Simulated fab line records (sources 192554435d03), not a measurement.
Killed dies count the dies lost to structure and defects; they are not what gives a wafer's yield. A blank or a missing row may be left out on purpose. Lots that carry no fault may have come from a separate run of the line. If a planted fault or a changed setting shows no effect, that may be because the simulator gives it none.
Matching of chambers + flow n5_finfet + ald_metal-01 running N5_BEOL_M10_ALD_74: 4 sister chambers
The step deposits TaN, target thk 2 nm, pulse time 2 s, purge time 3 s. 14 wafers are shown with their chamber, then 7 later ones without.

## WAFERS, EACH WITH ITS CHAMBER
| wafer  | chamber | heater_power_w (W) |
|--------|---------|--------------------|
| L077.2 | 1       | 391                |
| L077.3 | 2       | 480                |
| L077.6 | 1       | 389                |
| L080.3 | 3       | 455                |
| L080.4 | 0       | 522                |
| L080.5 | 0       | 537                |
| L086.2 | 3       | 450                |
| L086.3 | 2       | 485                |
| L086.6 | 2       | 478                |
| L087.1 | 3       | 459                |
| L087.5 | 2       | 477                |
| L087.6 | 3       | 459                |
| L090.4 | 1       | 389                |
| L090.5 | 2       | 479                |

SIGNATURES (averages over the wafers above)
| reading        | chamber 0 | chamber 1 | chamber 2 | chamber 3 | scatter within a chamber |
|----------------|-----------|-----------|-----------|-----------|--------------------------|
| heater_power_w | 529.50    | 389.67    | 479.80    | 455.75    | 4.57                     |
Rule: a wafer's distance from a chamber is the root of the sum, over the readings, of the square of ((its reading less the chamber's mean) divided by the reading's scatter). The wafer belongs to the nearest chamber; if the next one is less than 2 further off, it can't be placed. The scatter: take each reading less its chamber's mean, square it, sum over the shown wafers, divide by the number of wafers less the number of chambers, and take the root.

## WAFERS WITHOUT THEIR CHAMBER
| wafer  | heater_power_w (W) |
|--------|--------------------|
| L090.6 | 390                |
| L093.2 | 477                |
| L093.4 | 460                |
| L093.5 | 473                |
| L094.1 | 453                |
| L094.4 | 521                |
| L094.5 | 391                |

## CHAMBER TAKEN BY EACH
| wafer  | from the rows above | in truth |
|--------|---------------------|----------|
| L090.6 | 1                   | 1        |
| L093.2 | 2                   | 2        |
| L093.4 | 3                   | 3        |
| L093.5 | 2                   | 2        |
| L094.1 | 3                   | 3        |
| L094.4 | 0                   | 0        |
| L094.5 | 1                   | 1        |
7 of 7 placed correctly. Not placeable from these rows: 0. 0 placed wrongly.
